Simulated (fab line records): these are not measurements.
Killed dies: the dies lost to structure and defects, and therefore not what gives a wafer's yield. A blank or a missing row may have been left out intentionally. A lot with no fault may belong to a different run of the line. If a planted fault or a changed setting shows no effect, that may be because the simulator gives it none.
A lot that was struck, set against a sound lot / flow n5-finfet / 12 steps out of a route of 1938
Sound: these wafers, L718.1, L718.5, L718.6. The struck wafers were L729.1, L729.3, L729.6. At the end, the cause is stated.
At each step with rows: each side's tool, then ch and its chambers, then its first start. Under that, the readings that differ: sound wafers / struck wafers / difference of the means / sigmas: that difference in standard deviations of wafers without a fault.
alike: readings with means less than 2 such deviations apart, plus words and numbers identical on both sides. not compared: withheld readings, readings lacking a value on some wafer, bounds such as >300 that could conceal the same value, and numbers that have no deviation in the record and whose values overlap.
Wherever a step has rows on one side only, a row that says differs or no value, or a row with sigmas, the two part there. When numbers do not overlap yet have no deviation, they are printed without sigmas and do not part them. Lack of a reading on every wafer of one side parts them only where that side has two or more wafers.

N5_START_INSPECT_01: inspects for defects (unpatterned scan).
  sound on defect-inspect-02 at day 3 00:02; struck on defect-inspect-01 at day 5 18:02
  alike: raw-defect-count
then, 2 steps without rows for these wafers: N5_ZERO_LAYER_PRECLEAN_00 (cleans in SPM, time 600 s); N5_ZERO_LAYER_SRD_01 (time 30 s, dry time 30 s).
N5_ZERO_LAYER_PECVD_02: deposits SiO2 from SiH4/N2O, target thk 10 nm, time 6 s.
  sound on pecvd-03 ch 0,2, day 3 00:28; struck on pecvd-01 ch 0,1,2, day 5 18:17
  alike: heater-power-w, showerhead-plenum-p-Torr
then, 6 steps without rows for these wafers: N5_ZERO_LAYER_HMDS_04 (time 60 s); N5_ZERO_LAYER_COAT_05 (resist thk 1000 nm); N5_ZERO_LAYER_EBR_07; N5_ZERO_LAYER_SOFTBAKE_06 (time 90 s); N5_ZERO_LAYER_EXPOSE_08 (exposes mask ZERO, defocus 0 nm, target cd 2000 nm); N5_ZERO_LAYER_PEB_09.
N5_ZERO_LAYER_DEVELOP_10: develop time 60 s.
  struck on litho-track-01, day 5 18:32; sound on litho-track-05 ch 0, day 3 00:43
  no value came back on the struck wafers for chill-plate-temp-C (C), develop-time-s (s); on the sound wafers chill-plate-temp-C (C) reads 22.96 22.97 22.94
reading=model.coat_of_ZERO_LAYER_COAT_05.thk-nm (nm); sound=986.4 990 987.6; struck=1000 998.9 1000; difference=+12; sigmas=
then, 1 step without rows for these wafers: N5_ZERO_LAYER_HARDBAKE_23 (time 120 s).

== WHERE THEY PART ==
Only at N5_ZERO_LAYER_DEVELOP_10, as far as this record shows.

WHY: what had been put in by the simulator
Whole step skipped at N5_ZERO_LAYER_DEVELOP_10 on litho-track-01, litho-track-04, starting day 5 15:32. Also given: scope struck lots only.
